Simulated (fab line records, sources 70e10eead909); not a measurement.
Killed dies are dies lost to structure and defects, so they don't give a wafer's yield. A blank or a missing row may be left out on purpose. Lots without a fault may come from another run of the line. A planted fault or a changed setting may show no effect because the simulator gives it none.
Chamber matching | flow nand_harc | NHARC_A_STAIRCASE_STRIP_476 on rie_diel-06: 4 sister chambers
The step strips in O2, time 20 s. 4 wafers are shown with their chamber, then 9 later ones without.

WAFERS WITH THEIR CHAMBER
wafer  | chamber | drypump_motor_current_A (A)
L084.3 | 0       | 5.7
L087.3 | 1       | 5.5
L087.5 | 2       | 5.0
L087.6 | 3       | 6.5

WAFERS WITHOUT THEIR CHAMBER
wafer  | drypump_motor_current_A (A)
L095.2 | 5.7
L095.3 | 6.5
L095.6 | 5.5
L094.2 | 5.0
L094.4 | 5.5
L094.5 | 5.1
L097.3 | 5.7
L097.5 | 5.0
L097.6 | 6.5

WHICH CHAMBER EACH WENT THROUGH
wafer  | from the rows above | in truth
L095.2 | 0                   | 0
L095.3 | 3                   | 3
L095.6 | 1                   | 1
L094.2 | 2                   | 2
L094.4 | 1                   | 1
L094.5 | 2                   | 2
L097.3 | 0                   | 0
L097.5 | 2                   | 2
L097.6 | 3                   | 3
Placed correctly: 9 of 9. Can't be placed from these rows: 0. Placed wrongly: 0.
How it was worked out, from the rows above alone: a wafer's distance from a chamber is the root of the sum, over the readings, of the square of ((its reading less the chamber's mean) divided by the reading's scatter). The wafer belongs to the nearest chamber; if the next one is less than 2 further off, it can't be placed. A chamber's mean is the mean of its shown wafers. The scatter: with one shown wafer a chamber, the root of the mean of the squares of how far each hidden wafer lies from its nearest shown one.
